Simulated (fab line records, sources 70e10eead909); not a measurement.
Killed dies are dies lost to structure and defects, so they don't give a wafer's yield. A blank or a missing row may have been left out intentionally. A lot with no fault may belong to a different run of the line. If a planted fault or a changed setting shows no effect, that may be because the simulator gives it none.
Chamber matching	flow nand-harc	NHARC_A_CONTACT_ETCH_90 on rie-diel-13: 4 sister chambers
The step etches the open film in CH3F/O2, target depth 40 nm, time 85.7 s. 8 wafers are shown with their chamber, then 8 later ones without.

WAFERS, EACH WITH ITS CHAMBER
wafer	chamber	rf-vpp-V (V)	run-length-s (s)
L190.5	2	246.3	107.0
L191.3	0	243.4	106.8
L191.6	2	245.1	106.7
L192.1	3	243.4	107.1
L192.4	1	243.6	107.0
L192.5	1	244.6	106.8
L194.1	0	242.7	106.7
L194.3	3	245.7	107.1

WAFERS WITHOUT THEIR CHAMBER
wafer	rf-vpp-V (V)	run-length-s (s)
L194.4	246.0	106.9
L193.2	245.0	106.9
L193.3	243.8	106.5
L193.5	245.8	106.4
L200.3	245.9	106.4
L200.6	244.5	106.9
L201.1	242.8	106.7
L201.3	242.6	107.2

THE CHAMBER EACH PASSED THROUGH
wafer	from the rows above	in truth
L194.4	can't be placed: 2 or 1 or 3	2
L193.2	can't be placed: 2 or 1 or 3 or 0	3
L193.3	can't be placed: 0 or 1 or 2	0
L193.5	can't be placed: 2 or 0 or 1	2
L200.3	can't be placed: 2 or 0 or 1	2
L200.6	can't be placed: 1 or 2 or 3 or 0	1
L201.1	can't be placed: 0 or 1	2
L201.3	can't be placed: 3 or 1 or 0 or 2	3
Correct placement for 0 of the 8. From these rows, 8 cannot be placed; in 7 the true chamber is one of the candidates. Wrongly placed: 0.
How it was worked out, from the rows above alone: a wafer's distance from a chamber is the root of the sum, over the readings, of the square of ((its reading less the chamber's mean) divided by the reading's scatter). If the next closest chamber is less than 2 further off than the closest, the wafer can't be placed; otherwise it belongs to the closest. For every chamber, the mean is computed from those of its wafers that are shown. The scatter is the square root of a quotient: the sum, over the shown wafers, of each reading's squared deviation from its chamber's mean, divided by wafers minus chambers.
